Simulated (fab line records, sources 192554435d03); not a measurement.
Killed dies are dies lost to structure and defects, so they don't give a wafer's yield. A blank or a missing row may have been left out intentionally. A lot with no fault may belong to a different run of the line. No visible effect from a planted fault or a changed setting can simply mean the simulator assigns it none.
fab line records ; flow n5Finfet
[record] lots = 6; wafers = 14; lastDay = 17
route steps=1938 shown PMOS_HMC_CHANNEL_EPI@79 FIN_SAQP@90 FIN_CUT@165 PASSIVATION@1936
lots with no fault: from the same line, run without faults
startH: the number of hours between the record's first day and the start of the first shown wafer of the lot ; waitH: hours since the lot's step before ; " the same as in the row above ; L1.1+2: one row covering several wafers at once ; - no value, or no start was given ; * or withheld: withheld ; < > ~ a bound
route shown NAME@n: NAME is a module with steps in the file, n the number in the route of the first one ; usual: mean/standard deviation taken from wafers without a fault ; same: alike in all rows ; chamber/n: place in a boat ; sites: each site's reading ; _std_site: their standard deviation ; _edge_site: inner sites' mean taken away from outer sites' mean ; radiusMm: for every site, how far away it sits from the centre of the wafer ; mask NAME#n: copy n ; behind: the tool/chamber that last shaped the wafer ; hold: cause of the lot's hold/its duration in hours/its outcome ; device: transistor that didn't switch, given as n, p or np ; end of line: tests of these same wafers at the route's end ; a step with no rows: only its recipe ; killed: at the first sort, the dies lost to defects and structure; wafer yield is something else ; map: the dies of a wafer, with x for killed, . for not killed, _ for no die there
set.NAME: setting as actually run; set.NAME@STEP: the setting as run at that earlier step ; model.NAME: the simulator's own value behind a step, which no gauge read
lots at selected steps of the route; one table per step, one row per wafer
services: from which hour (startH, from the record's first day; less than 0 if before it) a tool's chamber was out of use, for how many hours, and why
[[steps]]
[step N5_PMOS_HMC_CHANNEL_EPI_HM_STRIP_35]
[recipe] chemistry = dHF; tempC = 25; material = SiO2; target = SiO2; targetDepthA = 396; timeS = 216
[step N5_PMOS_HMC_CHANNEL_EPI_SRD_39]
[recipe] dry = ipaMarangoni; timeS = 30; tempC = 23; rinseLiquid = diw
[step N5_PMOS_HMC_CHANNEL_EPI_CMP_21]
[recipe] material = SiGe30; postCmpClean = alkalineBrush; targetThkNm = 54
[step N5_PMOS_HMC_CHANNEL_EPI_THK_MEAS_22]
[recipe] reads = SiGe30_of_PMOS_HMC_CHANNEL_EPI_EPI_20
[usual] HMC_CMP_THK = 54.5/0.79
lot.wafer;tool;chamber;startH;waitH;HMC_CMP_THK[nm]
L304.2;filmMetro-02;-;38.19;-;55.5
L304.5;filmMetro-02;-;38.19;-;54.1
L304.6;filmMetro-02;-;38.19;-;54.9
L305.6;filmMetro-01;-;43.62;-;54.8
L308.3;filmMetro-02;-;62.07;-;55.4
L311.1;filmMetro-02;-;79.68;-;54.2
L311.2;filmMetro-02;-;79.68;-;54.3
L311.6;filmMetro-02;-;79.68;-;53.0
L322.4;filmMetro-01;-;146.87;-;54.2
L322.5;filmMetro-01;-;146.87;-;54.4
L322.6;filmMetro-01;-;146.87;-;54.7
L324.2;filmMetro-02;-;158.17;-;55.0
L324.4;filmMetro-02;-;158.17;-;54.6
L324.5;filmMetro-02;-;158.17;-;53.9
[step N5_PMOS_HMC_CHANNEL_EPI_PRECLEAN_40]
[recipe] chemistry = DHF; timeS = 30; tempC = 25; dilution = withheld
[step N5_PMOS_HMC_CHANNEL_EPI_PRECLEAN_37]
[recipe] chemistry = O3/DIW; timeS = 45; tempC = 22; o3Ppm = 10
[step N5_PMOS_HMC_CHANNEL_EPI_PRECLEAN_24]
[recipe] chemistry = DHF; timeS = 30; tempC = 25; dilution = withheld
[step N5_PMOS_HMC_CHANNEL_EPI_SRD_25]
[recipe] dry = ipaMarangoni; doPpb = 5; timeS = 30; tempC = 23; rinseLiquid = diw
[step N5_PMOS_HMC_CHANNEL_EPI_EPI_26]
[recipe] material = Si; targetThkA = 38; tempC = 650; precursor = SiH4/H2; pressureTorr = 20; timeS = 22.7
[step N5_PMOS_HMC_CHANNEL_EPI_INSPECT_30]
[recipe] inspectInstrument = darkfield; mode = postEpi
[usual] rawDefectCount = 20/6.6
lot.wafer;tool;chamber;startH;waitH;rawDefectCount
L304.2;defectInspect-02;-;38.67;0.0;17
L304.5;defectInspect-02;-;38.67;0.0;26
L304.6;defectInspect-02;-;38.67;0.0;13
L305.6;defectInspect-01;-;44.20;0.0;26
L308.3;defectInspect-02;-;62.60;0.0;13
L311.1;defectInspect-01;-;80.18;0.0;17
L311.2;defectInspect-01;-;80.18;0.0;23
L311.6;defectInspect-01;-;80.18;0.0;16
L322.4;defectInspect-02;-;147.35;0.0;9
L322.5;defectInspect-02;-;147.35;0.0;22
L322.6;defectInspect-02;-;147.35;0.0;24
L324.2;defectInspect-02;-;158.66;0.0;24
L324.4;defectInspect-02;-;158.66;0.0;21
L324.5;defectInspect-02;-;158.66;0.0;14
[step N5_FIN_SAQP_PRECLEAN_42]
[recipe] chemistry = O3/DIW; timeS = 60; tempC = 22; o3Ppm = 10
[step N5_FIN_SAQP_PRECLEAN_00]
[recipe] chemistry = SC1; timeS = 60; tempC = 55; mix = 1:2:50
[usual] bathGuardTempC = 54.9/0.47
lot.wafer;tool;chamber;startH;waitH;bathGuardTempC
L304.2;wetBench-05;7;38.72;0.0;54.6
L304.5;wetBench-05;0;38.72;0.0;55.6
L304.6;wetBench-05;6;38.72;0.0;54.2
L305.6;wetBench-05;2;44.24;0.0;54.6
L308.3;wetBench-05;2;62.65;0.0;54.4
L311.1;wetBench-04;1;80.23;0.0;55.8
L311.2;wetBench-04;7;80.23;0.0;54.6
L311.6;wetBench-04;3;80.23;0.0;54.8
L322.4;wetBench-04;1;147.40;0.0;55.9
L322.5;wetBench-04;3;147.40;0.0;54.9
L322.6;wetBench-04;5;147.40;0.0;54.9
L324.2;wetBench-04;2;158.71;0.0;55.0
L324.4;wetBench-04;6;158.71;0.0;54.7
L324.5;wetBench-04;5;158.71;0.0;55.0
[step N5_FIN_SAQP_PRECLEAN_44]
[recipe] chemistry = SC2; timeS = 45; tempC = 35; mix = 1:1:50
[step N5_FIN_SAQP_SRD_01]
[recipe] dry = ipaMarangoni; timeS = 30; tempC = 23; rinseLiquid = diw
[step N5_FIN_SAQP_ALD_61]
[recipe] material = SiO2; targetThkA = 40; tempC = 300; aldPrecursorFamily = BDEAS; aldCoReactant = O2-plasma; pulseTimeS = 1; purgeTimeS = 2; coReactantPurgeTimeS = 2; aldCycles = 43; pressureTorr = 2
[usual] heaterPowerW = 480/64; precursorPulseHeightRel = 1.003/0.022
[same] aldCycles = 43
lot.wafer;tool;chamber;startH;waitH;heaterPowerW;precursorPulseHeightRel
L304.2;aldSin-04;2;39.55;0.8;501;1.001
L304.5;aldSin-04;0;39.55;0.8;460;1.037
L304.6;aldSin-04;1;39.55;0.8;559;1.012
L305.6;aldSin-02;2;44.40;0.1;339;1.052
L308.3;aldSin-02;0;63.34;0.6;500;1.018
L311.1;aldSin-02;2;80.31;0.0;341;0.990
L311.2;aldSin-02;1;80.31;0.0;435;1.003
L311.6;aldSin-02;2;80.31;0.0;334;0.979
L322.4;aldSin-04;1;147.48;0.0;558;0.996
L322.5;aldSin-04;3;147.48;0.0;516;1.038
L322.6;aldSin-04;0;147.48;0.0;468;0.999
L324.2;aldSin-04;0;159.04;0.3;456;0.987
L324.4;aldSin-04;2;159.04;0.3;511;1.011
L324.5;aldSin-04;1;159.04;0.3;549;0.994
[step N5_FIN_SAQP_DENSIFY_62]
[recipe] tempC = 700; timeS = 60; ambient = N2; idleTempC = 600; rampUpCPerS = 150; rampDownCPerS = 60; coolToC = 600
[step N5_FIN_SAQP_HM_DEP_03]
[recipe] material = SiNx; targetThkA = 380; tempC = 400; precursor = SiH4/NH3/N2; pressureTorr = 1.5; rfW = 300; timeS = 33.6
[step N5_FIN_SAQP_THK_MEAS_05]
[usual] thkNm = 37.8/0.45
lot.wafer;tool;chamber;startH;waitH;thkNm
L304.2;filmMetro-02;-;40.06;0.1;37.4
L304.5;filmMetro-02;-;40.06;0.1;38.0
L304.6;filmMetro-02;-;40.06;0.1;38.3
L305.6;filmMetro-02;-;44.88;0.0;38.3
L308.3;filmMetro-02;-;63.96;0.1;37.5
L311.1;filmMetro-01;-;80.84;0.1;37.7
L311.2;filmMetro-01;-;80.84;0.1;37.7
L311.6;filmMetro-01;-;80.84;0.1;37.8
L322.4;filmMetro-02;-;148.01;0.1;37.7
L322.5;filmMetro-02;-;148.01;0.1;38.2
L322.6;filmMetro-02;-;148.01;0.1;37.4
L324.2;filmMetro-02;-;159.68;0.1;36.9
L324.4;filmMetro-02;-;159.68;0.1;38.3
L324.5;filmMetro-02;-;159.68;0.1;37.8
[step N5_FIN_SAQP_PECVD_47]
[recipe] material = a-Si; targetThkA = 450; tempC = 400; precursor = SiH4/He; pressureTorr = 3; rfW = 100; timeS = 36.3
[usual] heaterPowerW = 784/71; showerheadPlenumPTorr = 5.66/0.047; throttleValvePct = 18.4/1.1
lot.wafer;tool;chamber;startH;waitH;heaterPowerW;showerheadPlenumPTorr;throttleValvePct
L304.2;pecvd-03;1;40.10;0.0;682;5.64;19.5
L304.5;pecvd-03;0;40.10;0.0;874;5.72;18.0
L304.6;pecvd-03;1;40.10;0.0;679;5.64;19.3
L305.6;pecvd-04;2;44.93;0.1;811;5.68;17.8
L308.3;pecvd-04;0;64.00;0.0;759;5.64;18.7
L311.1;pecvd-01;2;80.87;0.0;767;5.66;19.0
L311.2;pecvd-01;1;80.87;0.0;808;5.65;18.2
L311.6;pecvd-01;0;80.87;0.0;821;5.58;17.1
L322.4;pecvd-01;2;148.07;0.1;736;5.67;19.0
L322.5;pecvd-01;0;148.07;0.1;874;5.58;17.5
L322.6;pecvd-01;1;148.07;0.1;863;5.66;18.4
L324.2;pecvd-04;1;159.72;0.0;823;5.75;20.7
L324.4;pecvd-04;0;159.72;0.0;677;5.62;18.3
L324.5;pecvd-04;1;159.72;0.0;812;5.76;20.5
[step N5_FIN_SAQP_PECVD_48]
[recipe] material = SiNx; targetThkA = 250; tempC = 400; precursor = SiH4/NH3/N2; pressureTorr = 1.5; rfW = 300; timeS = 22.1
[step N5_FIN_SAQP_PECVD_06]
[recipe] material = a-Si; targetThkA = 600; tempC = 400; precursor = SiH4/He; pressureTorr = 3; rfW = 100; timeS = 48.1
[step N5_FIN_SAQP_THK_MEAS_07]
[usual] thkNm = 59.9/0.82
lot.wafer;tool;chamber;startH;waitH;thkNm
L304.2;filmMetro-02;-;40.33;0.1;58.4
L304.5;filmMetro-02;-;40.33;0.1;59.6
L304.6;filmMetro-02;-;40.33;0.1;59.8
L305.6;filmMetro-01;-;45.08;0.0;59.3
L308.3;filmMetro-01;-;64.17;0.1;59.6
L311.1;filmMetro-01;-;81.04;0.1;59.7
L311.2;filmMetro-01;-;81.04;0.1;59.9
L311.6;filmMetro-01;-;81.04;0.1;59.3
L322.4;filmMetro-02;-;148.22;0.0;61.1
L322.5;filmMetro-02;-;148.22;0.0;61.0
L322.6;filmMetro-02;-;148.22;0.0;60.5
L324.2;filmMetro-01;-;159.89;0.1;58.5
L324.4;filmMetro-01;-;159.89;0.1;59.2
L324.5;filmMetro-01;-;159.89;0.1;60.3
[step N5_FIN_SAQP_HM_DEP_72]
[recipe] material = SiO2; targetThkA = 120; tempC = 400; precursor = SiH4/N2O; pressureTorr = 0.75; rfW = 275; timeS = 7.2
[usual] heaterPowerW = 728/65; showerheadPlenumPTorr = 8.13/0.13
lot.wafer;tool;chamber;startH;waitH;heaterPowerW;showerheadPlenumPTorr
L304.2;pecvd-04;0;40.37;0.0;675;8.04
L304.5;pecvd-04;1;40.37;0.0;733;8.37
L304.6;pecvd-04;2;40.37;0.0;675;8.19
L305.6;pecvd-01;1;45.14;0.1;854;8.06
L308.3;pecvd-01;2;64.20;0.0;764;8.15
L311.1;pecvd-04;1;81.08;0.0;683;8.32
L311.2;pecvd-04;2;81.08;0.0;724;8.19
L311.6;pecvd-04;2;81.08;0.0;712;8.22
L322.4;pecvd-03;2;148.28;0.1;724;8.09
L322.5;pecvd-03;2;148.28;0.1;740;8.11
L322.6;pecvd-03;1;148.28;0.1;696;8.12
L324.2;pecvd-03;2;159.93;0.0;598;8.11
L324.4;pecvd-03;1;159.93;0.0;669;8.10
L324.5;pecvd-03;0;159.93;0.0;854;8.27
[step N5_FIN_SAQP_COAT_49]
[recipe] resist = SOC; tempC = 250; timeS = 60; spinRpm = 1500; resistThkNm = 100
[step N5_FIN_SAQP_COAT_50]
[recipe] resist = SiARC; tempC = 220; timeS = 60; spinRpm = 1500; resistThkNm = 35
[step N5_FIN_SAQP_COAT_10]
[recipe] resist = CAR-ArF; spinRpm = 1500; resistThkNm = 90
[step N5_FIN_SAQP_EBR_12]
[recipe] solvent = PGMEA; ebrWidthMm = 1.5
[step N5_FIN_SAQP_SOFTBAKE_11]
[recipe] tempC = 110; timeS = 60; resist = CAR-ArF
[step N5_FIN_SAQP_EXPOSE_13]
[recipe] maskId = FIN_CORE; na = 1.35; sourceShape = dipole; sigmaInner = 0.538; sigmaOuter = 0.738; polarization = te; targetCdNm = 35.6; doseMj = 63.25
[step N5_FIN_SAQP_PEB_14]
[recipe] pebTempC = withheld; pebTimeS = 60; resist = CAR-ArF
[step N5_FIN_SAQP_DEVELOP_15]
[recipe] developTimeS = 30; developer = TMAH; resist = CAR-ArF; devTempC = 23; rinseLiquid = diw; dry = airSpin
[step N5_FIN_SAQP_CD_MEAS_16]
[recipe] targetCdNm = 35.6; landingEnergyEv = 500; detector = seInlens
[usual] cdNm = 35.71/0.3
lot.wafer;tool;chamber;startH;waitH;cdNm
L304.2;cdSem-01;0;40.82;-;35.28
L304.5;cdSem-01;0;40.82;-;35.96
L304.6;cdSem-01;0;40.82;-;35.77
L305.6;cdSem-02;0;45.45;-;35.75
L308.3;cdSem-03;0;64.66;-;35.57
L311.1;cdSem-03;0;81.53;-;35.96
L311.2;cdSem-03;0;81.53;-;35.87
L311.6;cdSem-03;0;81.53;-;35.85
L322.4;cdSem-03;0;148.73;-;36.17
L322.5;cdSem-03;0;148.73;-;36.11
L322.6;cdSem-03;0;148.73;-;35.64
L324.2;cdSem-02;0;160.25;-;35.73
L324.4;cdSem-02;0;160.25;-;36.29
L324.5;cdSem-02;0;160.25;-;35.79
[step N5_FIN_SAQP_OVL_MEAS_17]
[recipe] pointsPerWafer = 44
[usual] FIN_CORE_OVL = -0.7/0.88
lot.wafer;tool;chamber;startH;waitH;FIN_CORE_OVL[nm]
L304.2;overlay-02;0;40.86;0.0;-1.5
L304.5;overlay-02;0;40.86;0.0;-0.8
L304.6;overlay-02;0;40.86;0.0;0.0
L305.6;overlay-02;0;45.48;0.0;-1.6
L308.3;overlay-01;0;64.69;0.0;0.0
L311.1;overlay-01;0;81.57;0.0;-0.7
L311.2;overlay-01;0;81.57;0.0;1.3
L311.6;overlay-01;0;81.57;0.0;-0.8
L322.4;overlay-01;0;148.76;0.0;-1.9
L322.5;overlay-01;0;148.76;0.0;-1.3
L322.6;overlay-01;0;148.76;0.0;-0.8
L324.2;overlay-02;0;160.29;0.0;-1.6
L324.4;overlay-02;0;160.29;0.0;0.3
L324.5;overlay-02;0;160.29;0.0;0.1
[step N5_FIN_SAQP_INSPECT_18]
[recipe] mode = adi; inspectInstrument = brightfield
[usual] rawDefectCount = 424/110
lot.wafer;tool;chamber;startH;waitH;rawDefectCount
L304.2;defectInspect-02;-;40.88;0.0;318
L304.5;defectInspect-02;-;40.88;0.0;388
L304.6;defectInspect-02;-;40.88;0.0;356
L305.6;defectInspect-02;-;45.50;0.0;820
L308.3;defectInspect-02;-;64.72;0.0;973
L311.1;defectInspect-01;-;81.59;0.0;528
L311.2;defectInspect-01;-;81.59;0.0;403
L311.6;defectInspect-01;-;81.59;0.0;456
L322.4;defectInspect-02;-;148.79;0.0;230
L322.5;defectInspect-02;-;148.79;0.0;316
L322.6;defectInspect-02;-;148.79;0.0;320
L324.2;defectInspect-02;-;160.31;0.0;387
L324.4;defectInspect-02;-;160.31;0.0;352
L324.5;defectInspect-02;-;160.31;0.0;422
[step N5_FIN_SAQP_DESCUM_21]
[recipe] chemistry = O2; timeS = 7.9; sourcePowerW = 50; biasPowerW = 20; pressureMtorr = 20; rfFrequencyHz = 2.712e+07; tempC = 40; resist = CAR-ArF; o2FlowSccm = 225
[usual] drypumpMotorCurrentA = 5.8/0.51; oesProductAu = 0.87/0.075; rfVppV = 243.7/1.4; showerheadPlenumPTorr = 2.12/0.069; throttleValvePct = 20.45/0.27
lot.wafer;tool;chamber;startH;waitH;drypumpMotorCurrentA;oesProductAu;rfHoursCounterH;rfVppV;showerheadPlenumPTorr;throttleValvePct
L304.2;rieDiel-03;2;41.01;0.1;5.8;0.82;107;242.9;2.02;20.37
L304.5;rieDiel-03;0;41.01;0.1;5.6;0.69;-;244.7;2.15;20.57
L304.6;rieDiel-03;3;41.01;0.1;5.2;0.96;-;245.8;2.23;20.45
L305.6;rieDiel-03;2;45.55;0.0;5.8;0.82;-;241.2;2.02;20.36
L308.3;rieDiel-03;3;64.75;0.0;5.2;0.93;25;245.1;2.23;20.47
L311.1;rieDiel-06;3;81.87;0.3;6.7;0.98;8;245.5;2.22;20.29
L311.2;rieDiel-06;0;81.87;0.3;6.4;0.92;16;246.2;2.22;19.84
L311.6;rieDiel-06;1;81.87;0.3;5.7;0.93;-;245.8;2.16;20.46
L322.4;rieDiel-06;2;149.14;0.4;5.1;0.72;159;242.1;2.01;20.61
L322.5;rieDiel-06;1;149.14;0.4;5.7;0.89;-;242.4;2.15;20.46
L322.6;rieDiel-06;0;149.14;0.4;6.4;0.89;-;244.0;2.21;19.87
L324.2;rieDiel-01;1;160.34;0.0;6.0;0.88;63;242.6;2.04;20.88
L324.4;rieDiel-01;3;160.34;0.0;5.5;0.83;86;244.2;2.10;20.59
L324.5;rieDiel-01;1;160.34;0.0;6.0;0.87;-;241.4;2.05;20.84
[step N5_FIN_SAQP_ETCH_51]
[recipe] chemistry = CF4; target = SiARC; targetDepthA = 455; maskMaterial = CAR-ArF; timeS = 75.8; ionEnergyEv = 80; pressureMtorr = 40; sourceW = 545; biasW = 36; Ar_flow_sccm = 100; cf4FlowSccm = 100; ends = cleared
[usual] drypumpMotorCurrentA = 5.8/0.51; etchRfOnTimeS = 75.6/1.6; oesProductAu = 0.74/0.065; rfVppV = 184.4/1.2; showerheadPlenumPTorr = 2.17/0.073; throttleValvePct = 15.60/0.21
lot.wafer;tool;chamber;startH;waitH;drypumpMotorCurrentA;etchRfOnTimeS;oesProductAu;rfHoursCounterH;rfVppV;showerheadPlenumPTorr;throttleValvePct
L304.2;rieDiel-03;2;41.05;0.0;5.8;76.4;0.70;107;182.8;2.08;15.55
L304.5;rieDiel-03;0;41.05;0.0;5.5;78.0;0.58;-;183.7;2.20;15.84
L304.6;rieDiel-03;3;41.05;0.0;5.3;72.8;0.82;-;186.0;2.29;15.57
L305.6;rieDiel-03;2;45.60;0.0;5.7;76.8;0.70;-;182.8;2.08;15.54
L308.3;rieDiel-03;3;64.78;0.0;5.2;73.2;0.78;25;185.0;2.29;15.59
L311.1;rieDiel-06;3;81.90;0.0;6.7;73.5;0.83;8;185.5;2.27;15.45
L311.2;rieDiel-06;0;81.90;0.0;6.4;76.6;0.77;16;186.1;2.28;15.15
L311.6;rieDiel-06;1;81.90;0.0;5.7;73.5;0.80;-;185.0;2.20;15.50
L322.4;rieDiel-06;2;149.18;0.0;5.1;76.6;0.62;159;183.7;2.05;15.73
L322.5;rieDiel-06;1;149.18;0.0;5.7;73.6;0.78;-;184.8;2.19;15.54
L322.6;rieDiel-06;0;149.18;0.0;6.4;76.1;0.75;-;185.7;2.28;15.20
L324.2;rieDiel-01;1;160.38;0.0;6.0;73.9;0.76;63;184.5;2.08;15.87
L324.4;rieDiel-01;3;160.38;0.0;5.5;75.8;0.70;86;183.4;2.17;15.77
L324.5;rieDiel-01;1;160.38;0.0;6.0;74.5;0.76;-;181.7;2.08;15.88
[step N5_FIN_SAQP_ETCH_52]
[recipe] chemistry = N2/H2; target = SOC; targetDepthA = 1000; overetchA = 200; maskMaterial = SiARC; tempC = 40; timeS = 150; ionEnergyEv = 200; pressureMtorr = 30; sourceW = 840; biasW = 150; n2FlowSccm = 200; h2FlowSccm = 200; ends = endPoint
[step N5_FIN_SAQP_STRIP_53]
[recipe] chemistry = N2/H2; tempC = 40; n2FlowSccm = 200; h2FlowSccm = 200; rfFrequencyHz = 6e+07
[step N5_FIN_SAQP_HM_OPEN_73]
[recipe] chemistry = CHF3/O2; target = SiO2; stopOn = a-Si; targetDepthA = 120; overEtchFrac = 1.8; maskMaterial = SOC; timeS = 16.8; pressureMtorr = 30; sourceW = 650; biasW = 170; Ar_flow_sccm = 200; CHF3_flow_sccm = 50; O2_flow_sccm = 5; ionEnergyEv = 200; ends = endPoint
[step N5_FIN_SAQP_STRIP_74]
[recipe] chemistry = CHF3/O2; resist = SiARC; rfFrequencyHz = 6e+07
[step N5_FIN_SAQP_MANDREL_ETCH_22]
[recipe] targetDepthA = 600; chemistry = HBr/Cl2; target = a-Si; stopOn = SiNx; btTimeS = 10; overEtchFrac = 0.5; timeS = 30; pressureMtorr = 10; icpW = 800; biasW = 75; HBr_flow_sccm = 150; Cl2_flow_sccm = 80; ends = endPoint
[step N5_FIN_SAQP_INSPECT_40]
[recipe] inspectInstrument = brightfield; mode = aei
[usual] rawDefectCount = 227/61
lot.wafer;tool;chamber;startH;waitH;rawDefectCount
L304.2;defectInspect-02;-;45.63;0.0;203
L304.5;defectInspect-02;-;45.63;0.0;205
L304.6;defectInspect-02;-;45.63;0.0;186
L305.6;defectInspect-02;-;49.69;0.0;779
L308.3;defectInspect-01;-;69.90;0.0;842
L311.1;defectInspect-02;-;86.43;0.0;253
L311.2;defectInspect-02;-;86.43;0.0;175
L311.6;defectInspect-02;-;86.43;0.0;185
L322.4;defectInspect-02;-;153.97;0.0;185
L322.5;defectInspect-02;-;153.97;0.0;214
L322.6;defectInspect-02;-;153.97;0.0;195
L324.2;defectInspect-02;-;164.75;0.0;169
L324.4;defectInspect-02;-;164.75;0.0;191
L324.5;defectInspect-02;-;164.75;0.0;287
[step N5_FIN_CUT_INSPECT_10]
[recipe] mode = adi; inspectInstrument = brightfield
[usual] rawDefectCount = 42/13
lot.wafer;tool;chamber;startH;waitH;rawDefectCount
L304.2;defectInspect-02;-;46.02;0.0;46
L304.5;defectInspect-02;-;46.02;0.0;41
L304.6;defectInspect-02;-;46.02;0.0;31
L305.6;defectInspect-02;-;50.08;0.0;579
L308.3;defectInspect-02;-;70.42;0.0;655
L311.1;defectInspect-01;-;86.82;0.1;36
L311.2;defectInspect-01;-;86.82;0.1;30
L311.6;defectInspect-01;-;86.82;0.1;40
L322.4;defectInspect-01;-;154.48;0.0;35
L322.5;defectInspect-01;-;154.48;0.0;42
L322.6;defectInspect-01;-;154.48;0.0;34
L324.2;defectInspect-02;-;165.14;0.0;31
L324.4;defectInspect-02;-;165.14;0.0;37
L324.5;defectInspect-02;-;165.14;0.0;53
[step N5_FIN_CUT_INSPECT_17]
[recipe] inspectInstrument = brightfield; mode = aei
[usual] rawDefectCount = 228/60
lot.wafer;tool;chamber;startH;waitH;rawDefectCount
L304.2;defectInspect-01;-;46.98;0.0;225
L304.5;defectInspect-01;-;46.98;0.0;199
L304.6;defectInspect-01;-;46.98;0.0;199
L305.6;defectInspect-02;-;51.02;0.0;748
L308.3;defectInspect-02;-;71.37;0.0;844
L311.1;defectInspect-02;-;87.79;0.0;244
L311.2;defectInspect-02;-;87.79;0.0;194
L311.6;defectInspect-02;-;87.79;0.0;203
L322.4;defectInspect-02;-;155.47;0.0;187
L322.5;defectInspect-02;-;155.47;0.0;216
L322.6;defectInspect-02;-;155.47;0.0;193
L324.2;defectInspect-02;-;166.20;0.0;184
L324.4;defectInspect-02;-;166.20;0.0;203
L324.5;defectInspect-02;-;166.20;0.0;296
[step N5_PASSIVATION_PROBE_49]
[usual] defectLimitedYield = 91.2/1.4; killed_at_M0_to_M3 = 32/10; killed_at_M4_up = 14/6.2; killedAtContacts = 12/6.3; killedAtFrontEnd = 42/13; killedAtOther = 4/3.4; killedDies = 104/17; killedOpen = 67/12; killedShort = 34/8.1; sort_bin_4_leakage = 0.02/0.13; sort_bin_5_function = 5.2/0.93; sort_bin_6_memory = 3.2/0.65; sort_bin_8_speed = 0.00/0.017; sortNPass = 1075/16
[same] grossDies = 1180; killedAtBackSide = 0
lot.wafer;tool;chamber;startH;waitH;defectLimitedYield[%];killed_at_M0_to_M3;killed_at_M4_up;killedAtContacts;killedAtFrontEnd;killedAtOther;killedDies;killedOpen;killedShort;sort_bin_4_leakage[%];sort_bin_5_function[%];sort_bin_6_memory[%];sort_bin_8_speed[%];sortNPass
L311.1;prober-01;-;337.72;0.0;90.1;21;28;24;42;2;117;77;34;0;5.8;3.6;0;1063
L311.2;prober-01;-;337.77;0.1;90.9;46;22;6;32;1;107;75;29;0;5.3;3.7;0;1073
L311.6;prober-01;-;337.97;0.3;89.0;30;24;32;43;1;130;93;33;0;6.1;4.5;0;1050
L322.4;prober-02;-;400.56;0.2;89.9;31;22;10;49;7;119;70;49;0;5.8;3.6;0;1061
L322.5;prober-02;-;400.61;0.2;89.5;34;18;8;60;4;124;72;51;0;6.4;3.8;0;1056
L322.6;prober-02;-;400.66;0.3;91.9;38;18;8;28;4;96;65;31;0;4.4;3.6;0;1084
// killed by level:class
L311.1 MOL_CONTACT_COAG:geometricParticle:open=18 BEOL_M4:geometricParticle:open=13 FIN_SAQP:geometricParticle:open=9 GATE_CUT:geometricParticle:short=9 MOL_CONTACT_COAG:geometricParticle:short=6 BEOL_M1:geometricParticle:open=6 STI_FIN_REVEAL:geometricParticle:open=5 BEOL_M2:geometricParticle:open=5
L311.2 BEOL_M0_SAQP:geometricParticle:short=11 BEOL_M0:geometricParticle:open=9 BEOL_M4:geometricParticle:open=9 DUMMY_GATE:geometricParticle:open=7 BEOL_M0_SAQP:geometricParticle:open=7 BEOL_M1:geometricParticle:open=7 BEOL_M3:geometricParticle:open=7 MOL_CONTACT_COAG:geometricParticle:open=5
L311.6 MOL_CONTACT_COAG:geometricParticle:open=24 STI_FIN_REVEAL:geometricParticle:open=9 BEOL_M0_SAQP:geometricParticle:short=9 BEOL_M4:geometricParticle:open=9 BEOL_M3:geometricParticle:open=8 MOL_CONTACT_COAG:geometricParticle:short=8 DUMMY_GATE:geometricParticle:open=6 BEOL_M0_SAQP:geometricParticle:open=6
L322.4 STI_FIN_REVEAL:geometricParticle:open=15 BEOL_M2:geometricParticle:open=14 FIN_SAQP:geometricParticle:open=10 BEOL_M4:geometricParticle:open=8 FIN_SAQP:geometricParticle:short=7 BEOL_M0_SAQP:geometricParticle:short=7 MOL_CONTACT_COAG:geometricParticle:open=6 STI_FIN_REVEAL:geometricParticle:short=4
L322.5 FIN_SAQP:geometricParticle:open=22 FIN_SAQP:geometricParticle:short=14 BEOL_M0_SAQP:geometricParticle:short=8 BEOL_M2:geometricParticle:open=7 BEOL_M3:geometricParticle:open=7 BEOL_M4:geometricParticle:open=7 BEOL_M0_SAQP:geometricParticle:open=6 STI_FIN_REVEAL:geometricParticle:open=5
L322.6 BEOL_M2:geometricParticle:open=17 BEOL_M0_SAQP:geometricParticle:open=7 STI_FIN_REVEAL:geometricParticle:open=6 BEOL_M4:geometricParticle:open=6 MOL_CONTACT_COAG:geometricParticle:open=5 FIN_SAQP:geometricParticle:short=4 BEOL_M2:geometricParticle:short=4 FIN_SAQP:geometricParticle:open=3
[[services]]
tool;chamber;startH;hours;kind
rieDiel-06;0;27.37;-;clean
rieDiel-06;0;27.37;-;consumableReplace:focusRing
rieDiel-06;0;27.37;-;consumableReplace:showerhead
rieDiel-06;0;27.37;19.8;scheduledDown
rieDiel-06;0;27.37;19.8;ventCycle
aldSin-04;0;33.84;2.8;repair
aldSin-04;3;36.34;4.5;repair
rieDiel-01;3;43.34;2.7;repair
rieDiel-06;3;47.18;-;clean
rieDiel-06;3;47.18;-;consumableReplace:focusRing
rieDiel-06;3;47.18;-;consumableReplace:showerhead
rieDiel-01;2;50.19;4.4;repair
aldSin-04;2;50.49;10.2;repair
rieDiel-03;1;57.35;3.9;repair
rieDiel-01;-;69.10;10.0;pm
wetBench-04;-;74.14;3.8;repair
aldSin-04;0;85.33;2.8;repair
aldSin-02;-;86.71;14.0;pm
pecvd-04;-;87.27;0.5;repair
pecvd-01;-;118.40;14.6;pm
rieDiel-06;-;128.22;14.6;pm
rieDiel-06;-;142.82;4.3;pm
rieDiel-03;1;153.56;4.8;repair
aldSin-04;3;157.58;8.0;repair
[[key]]
[firstSign] step = N5_FIN_SAQP_INSPECT_18; reading = rawDefectCount; direction = up; sigmas = 4.3; usual = 424; struck = 896
[effect] step = N5_FIN_SAQP_INSPECT_40; reading = rawDefectCount; direction = up; sigmas = 9.6; usual = 227; struck = 810
[effect] step = N5_FIN_CUT_INSPECT_10; reading = rawDefectCount; direction = up; sigmas = 45; usual = 42; struck = 617
[effect] step = N5_FIN_CUT_INSPECT_17; reading = rawDefectCount; direction = up; sigmas = 9.5; usual = 228; struck = 796
metAt N5_FIN_SAQP_PRECLEAN_00
struckWafers L305.6,L308.3
rowsEnd L305.6,L308.3
alsoFits N5_FIN_SAQP_HM_DEP_72:pecvd-01
[fault] kind = chamberParticleSource; tool = wetBench-05; chamber = 2; onsetH = 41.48; steps = N5_FIN_SAQP_PRECLEAN_00; ratePerVisitCm2 = 0.91838
// rowsEnd: these wafers met a further fault down the route, and their rows from its step on are left out
